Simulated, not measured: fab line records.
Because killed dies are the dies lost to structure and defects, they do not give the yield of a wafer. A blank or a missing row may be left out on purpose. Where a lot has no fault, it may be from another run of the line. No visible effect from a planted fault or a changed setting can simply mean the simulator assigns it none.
Which of the tools did it? :: flow n5_finfet :: 27 wafers from 9 lots sampled at 5 of the route's 1938 steps

WHAT THE GAUGES READ, wafer by wafer
N5_BEOL_M4_RC_MEAS_101. Usual: DIBL_N 36.3 mV/V, standard deviation 1.4; DIBL_P 35.7 mV/V, standard deviation 1.5; IOFF_N 0.155 nA/um, standard deviation 0.022; IOFF_P 0.204 nA/um, standard deviation 0.027; ION_N 671 uA/um, standard deviation 9; ION_P 459 uA/um, standard deviation 6.2; SS_N 71.5 mV/dec, standard deviation 0.54; SS_P 73.1 mV/dec, standard deviation 0.56; VT_N 250.2 mV, standard deviation 2.6; VT_P -251 mV, standard deviation 3.3.
lot: L218
measured: day 8 15:50
on: prober-02
DIBL_N (mV/V): 37.2 35.4 34.5
DIBL_P (mV/V): 36.6 34.2 32.8
IOFF_N (nA/um): 0.163 0.129 0.117
IOFF_P (nA/um): 0.231 0.187 0.180
ION_N (uA/um): 675 664 659
ION_P (uA/um): 466 461 458
SS_N (mV/dec): 71.6 70.4 70.5
SS_P (mV/dec): 73.9 73.0 72.1
VT_N (mV): 247.0 253.1 252.6
VT_P (mV): -247 -248 -250
flag: 

lot: L219
measured: day 8 18:48
on: prober-01
DIBL_N (mV/V): 35.3 35.4 34.2
DIBL_P (mV/V): 35.6 35.4 33.7
IOFF_N (nA/um): 0.162 0.156 0.144
IOFF_P (nA/um): 0.216 0.221 0.187
ION_N (uA/um): 677 663 671
ION_P (uA/um): 466 462 457
SS_N (mV/dec): 71.7 71.7 70.8
SS_P (mV/dec): 73.3 73.4 72.3
VT_N (mV): 247.9 249.2 250.9
VT_P (mV): -248 -249 -251
flag: 

lot: L226
measured: day 10 16:14
on: prober-01
DIBL_N (mV/V): 34.8 36.0 36.4
DIBL_P (mV/V): 33.3 35.0 35.6
IOFF_N (nA/um): 0.128 0.153 0.152
IOFF_P (nA/um): 0.189 0.218 0.225
ION_N (uA/um): 669 679 662
ION_P (uA/um): 468 465 464
SS_N (mV/dec): 72.3 71.9 71.5
SS_P (mV/dec): 73.1 72.9 72.9
VT_N (mV): 252.8 248.1 250.0
VT_P (mV): -247 -248 -247
flag: 

lot: L228
measured: day 11 00:20
on: prober-01
DIBL_N (mV/V): 38.0 35.7 35.8
DIBL_P (mV/V): 37.9 35.1 35.1
IOFF_N (nA/um): 0.180 0.140 0.141
IOFF_P (nA/um): 0.227 0.175 0.172
ION_N (uA/um): 677 677 655
ION_P (uA/um): 463 456 449
SS_N (mV/dec): 71.9 71.7 71.4
SS_P (mV/dec): 73.6 73.2 72.9
VT_N (mV): 247.7 252.3 253.1
VT_P (mV): -250 -255 -254
flag: 

lot: L229
measured: day 11 16:56
on: prober-01
DIBL_N (mV/V): 35.5 35.8 34.5
DIBL_P (mV/V): 37.0 36.9 36.1
IOFF_N (nA/um): 0.149 0.160 0.144
IOFF_P (nA/um): 0.189 0.193 0.182
ION_N (uA/um): 677 672 668
ION_P (uA/um): 458 457 454
SS_N (mV/dec): 71.5 71.5 71.3
SS_P (mV/dec): 73.8 72.9 73.4
VT_N (mV): 249.4 250.1 250.6
VT_P (mV): -251 -254 -250
flag: 

lot: L231
measured: day 11 13:34
on: prober-01
DIBL_N (mV/V): 36.8 36.0 35.6
DIBL_P (mV/V): 34.0 33.6 33.8
IOFF_N (nA/um): 0.151 0.138 0.136
IOFF_P (nA/um): 0.169 0.161 0.166
ION_N (uA/um): 666 667 671
ION_P (uA/um): 454 451 457
SS_N (mV/dec): 71.4 71.5 71.4
SS_P (mV/dec): 72.9 72.5 73.1
VT_N (mV): 248.8 253.7 252.2
VT_P (mV): -257 -254 -256
flag: 

lot: L240
measured: day 13 19:38
on: prober-01
DIBL_N (mV/V): 35.3 37.3 35.1
DIBL_P (mV/V): 34.7 35.9 34.5
IOFF_N (nA/um): 0.137 0.166 0.135
IOFF_P (nA/um): 0.179 0.192 0.178
ION_N (uA/um): 669 671 668
ION_P (uA/um): 460 452 457
SS_N (mV/dec): 71.7 71.9 71.5
SS_P (mV/dec): 72.8 72.1 72.3
VT_N (mV): 250.5 249.3 253.9
VT_P (mV): -255 -252 -253
flag: 

WHAT TOOL EACH LOT RAN ON (gives the tool, then ch and the chambers of the sampled wafers, and finally the start)
lot: L218
N5_BEOL_M0_SAQP_HM_OPEN_112: rie_diel-02 ch 1,2,3, day 5 19:54
N5_BEOL_M0_SAQP_RECESS_104: vapor_etch-02 ch 0,1, day 5 21:47
N5_BEOL_M0_SAQP_RECESS_109: vapor_etch-02 ch 0,1, day 5 22:19
N5_BEOL_M0_SAQP_SPACER2_ETCHBACK_27: rie_diel-06 ch 0,3, day 5 22:58

lot: L219
N5_BEOL_M0_SAQP_HM_OPEN_112: rie_diel-04 ch 1,2, day 6 04:26
N5_BEOL_M0_SAQP_RECESS_104: vapor_etch-02 ch 0,1, day 6 06:05
N5_BEOL_M0_SAQP_RECESS_109: vapor_etch-02 ch 0,1, day 6 06:43
N5_BEOL_M0_SAQP_SPACER2_ETCHBACK_27: rie_diel-06 ch 0,3, day 6 07:32

lot: L226
N5_BEOL_M0_SAQP_HM_OPEN_112: rie_diel-04 ch 0,2,3, day 7 22:53
N5_BEOL_M0_SAQP_RECESS_104: vapor_etch-01 ch 0,1, day 8 01:02
N5_BEOL_M0_SAQP_RECESS_109: vapor_etch-01 ch 0,1, day 8 01:39
N5_BEOL_M0_SAQP_SPACER2_ETCHBACK_27: rie_diel-06 ch 0,2,3, day 8 02:20

lot: L228
N5_BEOL_M0_SAQP_HM_OPEN_112: rie_diel-04 ch 0,2,3, day 8 16:09
N5_BEOL_M0_SAQP_RECESS_104: vapor_etch-02 ch 0,1, day 8 18:00
N5_BEOL_M0_SAQP_RECESS_109: vapor_etch-02 ch 0,1, day 8 18:32
N5_BEOL_M0_SAQP_SPACER2_ETCHBACK_27: rie_diel-02 ch 0,2,3, day 8 20:25

lot: L229
N5_BEOL_M0_SAQP_HM_OPEN_112: rie_diel-06 ch 0,2,3, day 8 21:20
N5_BEOL_M0_SAQP_RECESS_104: vapor_etch-02 ch 1, day 8 23:46
N5_BEOL_M0_SAQP_RECESS_109: vapor_etch-02 ch 0,1, day 9 00:23
N5_BEOL_M0_SAQP_SPACER2_ETCHBACK_27: rie_diel-02 ch 0,1,2, day 9 02:25

lot: L231
N5_BEOL_M0_SAQP_HM_OPEN_112: rie_diel-04 ch 1,2, day 9 05:48
N5_BEOL_M0_SAQP_RECESS_104: vapor_etch-01 ch 0,1, day 9 08:01
N5_BEOL_M0_SAQP_RECESS_109: vapor_etch-01 ch 0,1, day 9 08:35
N5_BEOL_M0_SAQP_SPACER2_ETCHBACK_27: rie_diel-02 ch 0,3, day 9 09:14

lot: L237
N5_BEOL_M0_SAQP_HM_OPEN_112: rie_diel-02 ch 1,2, day 10 12:37
N5_BEOL_M0_SAQP_RECESS_104: vapor_etch-01 ch 0,1, day 10 14:55
N5_BEOL_M0_SAQP_RECESS_109: vapor_etch-02 ch 0,1, day 10 15:32
N5_BEOL_M0_SAQP_SPACER2_ETCHBACK_27: rie_diel-06 ch 0,3, day 10 16:17

lot: L238
N5_BEOL_M0_SAQP_HM_OPEN_112: rie_diel-04 ch 0,1,3, day 10 19:20
N5_BEOL_M0_SAQP_RECESS_104: vapor_etch-01 ch 0,1, day 10 20:58
N5_BEOL_M0_SAQP_RECESS_109: vapor_etch-02 ch 0,1, day 10 21:35
N5_BEOL_M0_SAQP_SPACER2_ETCHBACK_27: rie_diel-06 ch 0,2, day 10 22:22

lot: L240
N5_BEOL_M0_SAQP_HM_OPEN_112: rie_diel-02 ch 0,2,3, day 11 08:10
N5_BEOL_M0_SAQP_RECESS_104: vapor_etch-02 ch 0,1, day 11 10:08
N5_BEOL_M0_SAQP_RECESS_109: vapor_etch-02 ch 0,1, day 11 10:40
N5_BEOL_M0_SAQP_SPACER2_ETCHBACK_27: rie_diel-04 ch 0,1,2, day 11 11:21
- N5_BEOL_M0_SAQP_HM_OPEN_112: chemistry CHF3/O2, target SiO2, stops on a-Si, target depth 12 nm, time 13.5 s.
- N5_BEOL_M0_SAQP_RECESS_104: chemistry HF/NH3, target SiO2, target depth 18 nm, afs cycles 3, sublimation time 60 s.
- N5_BEOL_M0_SAQP_RECESS_109: chemistry HF/NH3, target SiO2, target depth 3 nm, afs cycles 1, sublimation time 60 s.
- N5_BEOL_M0_SAQP_SPACER2_ETCHBACK_27: etches SiO2 in CHF3/O2, target depth 22.5 nm, time 11.25 s.

AS READ BY THE TOOLS THEMSELVES (means over the sampled wafers that have a number; for cases with no such wafer, the mark the record gives instead)
N5_BEOL_M0_SAQP_HM_OPEN_112. Usual: O2_flow_sccm 5.001 sccm, standard deviation 0.014; chamber_pressure_mTorr 30.005 mTorr, standard deviation 0.027; drypump_motor_current_A 5.82 A, standard deviation 0.27; oes_product_au 0.51 a.u., standard deviation 0.053; rf_vpp_V 526 V, standard deviation 4; showerhead_plenum_p_Torr 2.42 Torr, standard deviation 0.073; throttle_valve_pct 18.9 %, standard deviation 0.3.
lot: L218
tool: rie_diel-02
O2_flow_sccm (sccm): 5.004
chamber_pressure_mTorr (mTorr): 30.018
drypump_motor_current_A (A): 5.60
oes_product_au (a.u.): 0.48
rf_vpp_V (V): 523
showerhead_plenum_p_Torr (Torr): 2.40
throttle_valve_pct (%): 18.9
flag: 

lot: L219
tool: rie_diel-04
O2_flow_sccm (sccm): 4.998
chamber_pressure_mTorr (mTorr): 30.014
drypump_motor_current_A (A): 6.11
oes_product_au (a.u.): 0.63
rf_vpp_V (V): 527
showerhead_plenum_p_Torr (Torr): 2.50
throttle_valve_pct (%): 18.7
flag: 

lot: L226
tool: rie_diel-04
O2_flow_sccm (sccm): 4.995
chamber_pressure_mTorr (mTorr): 30.026
drypump_motor_current_A (A): 5.72
oes_product_au (a.u.): 0.52
rf_vpp_V (V): 525
showerhead_plenum_p_Torr (Torr): 2.42
throttle_valve_pct (%): 18.8
flag: 

lot: L228
tool: rie_diel-04
O2_flow_sccm (sccm): 5.000
chamber_pressure_mTorr (mTorr): 30.029
drypump_motor_current_A (A): 5.70
oes_product_au (a.u.): 0.52
rf_vpp_V (V): 524
showerhead_plenum_p_Torr (Torr): 2.42
throttle_valve_pct (%): 18.8
flag: 

lot: L229
tool: rie_diel-06
O2_flow_sccm (sccm): 5.007
chamber_pressure_mTorr (mTorr): 29.985
drypump_motor_current_A (A): 5.91
oes_product_au (a.u.): 0.48
rf_vpp_V (V): 530
showerhead_plenum_p_Torr (Torr): 2.44
throttle_valve_pct (%): 19.0
flag: 

lot: L231
tool: rie_diel-04
O2_flow_sccm (sccm): 4.991
chamber_pressure_mTorr (mTorr): 30.023
drypump_motor_current_A (A): 5.94
oes_product_au (a.u.): 0.59
rf_vpp_V (V): 527
showerhead_plenum_p_Torr (Torr): 2.43
throttle_valve_pct (%): 18.4
flag: 

lot: L237
tool: rie_diel-02
O2_flow_sccm (sccm): 5.001
chamber_pressure_mTorr (mTorr): 30.002
drypump_motor_current_A (A): 5.72
oes_product_au (a.u.): 0.47
rf_vpp_V (V): 525
showerhead_plenum_p_Torr (Torr): 2.36
throttle_valve_pct (%): 19.0
flag: 

lot: L238
tool: rie_diel-04
O2_flow_sccm (sccm): 4.987
chamber_pressure_mTorr (mTorr): 30.042
drypump_motor_current_A (A): 5.85
oes_product_au (a.u.): 0.52
rf_vpp_V (V): 524
showerhead_plenum_p_Torr (Torr): 2.47
throttle_valve_pct (%): 19.1
flag: 

lot: L240
tool: rie_diel-02
O2_flow_sccm (sccm): 5.016
chamber_pressure_mTorr (mTorr): 30.016
drypump_motor_current_A (A): 5.67
oes_product_au (a.u.): 0.55
rf_vpp_V (V): 521
showerhead_plenum_p_Torr (Torr): 2.39
throttle_valve_pct (%): 18.8
flag: 

N5_BEOL_M0_SAQP_RECESS_104. Usual: drypump_motor_current_A reads 6.21 A (standard deviation 0.3).
lot: L218
tool: vapor_etch-02
drypump_motor_current_A (A): 6.03
flag: 

lot: L219
tool: vapor_etch-02
drypump_motor_current_A (A): 6.05
flag: 

lot: L226
tool: vapor_etch-01
drypump_motor_current_A (A): 6.49
flag: 

lot: L228
tool: vapor_etch-02
drypump_motor_current_A (A): 5.95
flag: 

lot: L229
tool: vapor_etch-02
drypump_motor_current_A (A): 6.17
flag: 

lot: L231
tool: vapor_etch-01
drypump_motor_current_A (A): 6.49
flag: 

lot: L237
tool: vapor_etch-01
drypump_motor_current_A (A): 6.47
flag: 

lot: L238
tool: vapor_etch-01
drypump_motor_current_A (A): 6.29
flag: 

lot: L240
tool: vapor_etch-02
drypump_motor_current_A (A): 6.03
flag: 

N5_BEOL_M0_SAQP_RECESS_109. Usual: drypump_motor_current_A reads 6.19 A (standard deviation 0.29).
lot: L218
tool: vapor_etch-02
drypump_motor_current_A (A): 6.05
flag: 

lot: L219
tool: vapor_etch-02
drypump_motor_current_A (A): 5.96
flag: 

lot: L226
tool: vapor_etch-01
drypump_motor_current_A (A): 6.48
flag: 

lot: L228
tool: vapor_etch-02
drypump_motor_current_A (A): 5.95
flag: 

lot: L229
tool: vapor_etch-02
drypump_motor_current_A (A): 5.95
flag: 

lot: L231
tool: vapor_etch-01
drypump_motor_current_A (A): 6.46
flag: 

lot: L237
tool: vapor_etch-02
drypump_motor_current_A (A): 6.06
flag: 

lot: L238
tool: vapor_etch-02
drypump_motor_current_A (A): 5.95
flag: 

lot: L240
tool: vapor_etch-02
drypump_motor_current_A (A): 6.05
flag: 

N5_BEOL_M0_SAQP_SPACER2_ETCHBACK_27. Usual: CHF3_flow_sccm 50.01 sccm, standard deviation 0.14; O2_flow_sccm 5.000 sccm, standard deviation 0.016; chamber_pressure_mTorr 30.000 mTorr, standard deviation 0.028; drypump_motor_current_A 5.86 A, standard deviation 0.25; oes_product_au 0.77 a.u., standard deviation 0.085; rf_vpp_V 527 V, standard deviation 4.2; showerhead_plenum_p_Torr 2.44 Torr, standard deviation 0.07; throttle_valve_pct 19.02 %, standard deviation 0.26.
lot: L218
tool: rie_diel-06
CHF3_flow_sccm (sccm): 49.95
O2_flow_sccm (sccm): 4.994
chamber_pressure_mTorr (mTorr): 30.001
drypump_motor_current_A (A): 5.93
oes_product_au (a.u.): 0.74
rf_vpp_V (V): 529
showerhead_plenum_p_Torr (Torr): 2.44
throttle_valve_pct (%): 19.17
flag: 

lot: L219
tool: rie_diel-06
CHF3_flow_sccm (sccm): 50.06
O2_flow_sccm (sccm): 5.003
chamber_pressure_mTorr (mTorr): 30.002
drypump_motor_current_A (A): 6.04
oes_product_au (a.u.): 0.78
rf_vpp_V (V): 528
showerhead_plenum_p_Torr (Torr): 2.39
throttle_valve_pct (%): 19.07
flag: 

lot: L226
tool: rie_diel-06
CHF3_flow_sccm (sccm): 50.03
O2_flow_sccm (sccm): 5.005
chamber_pressure_mTorr (mTorr): 30.001
drypump_motor_current_A (A): 5.91
oes_product_au (a.u.): 0.74
rf_vpp_V (V): 529
showerhead_plenum_p_Torr (Torr): 2.44
throttle_valve_pct (%): 19.11
flag: 

lot: L228
tool: rie_diel-02
CHF3_flow_sccm (sccm): 50.09
O2_flow_sccm (sccm): 5.002
chamber_pressure_mTorr (mTorr): 29.995
drypump_motor_current_A (A): 5.66
oes_product_au (a.u.): 0.74
rf_vpp_V (V): 523
showerhead_plenum_p_Torr (Torr): 2.40
throttle_valve_pct (%): 18.99
flag: 

lot: L229
tool: rie_diel-02
CHF3_flow_sccm (sccm): 49.98
O2_flow_sccm (sccm): 4.996
chamber_pressure_mTorr (mTorr): 29.969
drypump_motor_current_A (A): 5.77
oes_product_au (a.u.): 0.75
rf_vpp_V (V): 524
showerhead_plenum_p_Torr (Torr): 2.37
throttle_valve_pct (%): 19.04
flag: 

lot: L231
tool: rie_diel-02
CHF3_flow_sccm (sccm): 49.98
O2_flow_sccm (sccm): 5.000
chamber_pressure_mTorr (mTorr): 30.011
drypump_motor_current_A (A): 5.92
oes_product_au (a.u.): 0.73
rf_vpp_V (V): 523
showerhead_plenum_p_Torr (Torr): 2.43
throttle_valve_pct (%): 19.13
flag: 

lot: L237
tool: rie_diel-06
CHF3_flow_sccm (sccm): -
O2_flow_sccm (sccm): -
chamber_pressure_mTorr (mTorr): -
drypump_motor_current_A (A): -
oes_product_au (a.u.): -
rf_vpp_V (V): -
showerhead_plenum_p_Torr (Torr): -
throttle_valve_pct (%): -
flag: OFF

lot: L238
tool: rie_diel-06
CHF3_flow_sccm (sccm): -
O2_flow_sccm (sccm): -
chamber_pressure_mTorr (mTorr): -
drypump_motor_current_A (A): -
oes_product_au (a.u.): -
rf_vpp_V (V): -
showerhead_plenum_p_Torr (Torr): -
throttle_valve_pct (%): -
flag: OFF

lot: L240
tool: rie_diel-04
CHF3_flow_sccm (sccm): 50.05
O2_flow_sccm (sccm): 4.999
chamber_pressure_mTorr (mTorr): 30.001
drypump_motor_current_A (A): 5.96
oes_product_au (a.u.): 0.85
rf_vpp_V (V): 527
showerhead_plenum_p_Torr (Torr): 2.46
throttle_valve_pct (%): 18.85
flag: 

THE ANSWER, worked out from the rows above alone
Rule: lot off if the mean of its wafers having a number is beyond 3 standard deviations from the usual mean. A lot without any number at a reading at which 4 lots or more have one is off too. Where the step has rows for the other lots, those lots are counted as sound. First the gauges in route order, then the tools' own readings, where a lot's mean is used as printed above. At the first step where some lot is off, the reading lying furthest off is the one used; lots without a number count as furthest.
Off: L237, L238, at N5_BEOL_M0_SAQP_SPACER2_ETCHBACK_27 (CHF3_flow_sccm). Without a number there: L237, L238.
A tool fits if, at that step or a process step before it, it ran every lot that is off, and no sound lot after the first of them. Undecided on this evidence; 2 tools fit (vapor_etch-01 at N5_BEOL_M0_SAQP_RECESS_104, rie_diel-06 at N5_BEOL_M0_SAQP_SPACER2_ETCHBACK_27).

WHAT WAS PUT IN BY THE SIMULATOR
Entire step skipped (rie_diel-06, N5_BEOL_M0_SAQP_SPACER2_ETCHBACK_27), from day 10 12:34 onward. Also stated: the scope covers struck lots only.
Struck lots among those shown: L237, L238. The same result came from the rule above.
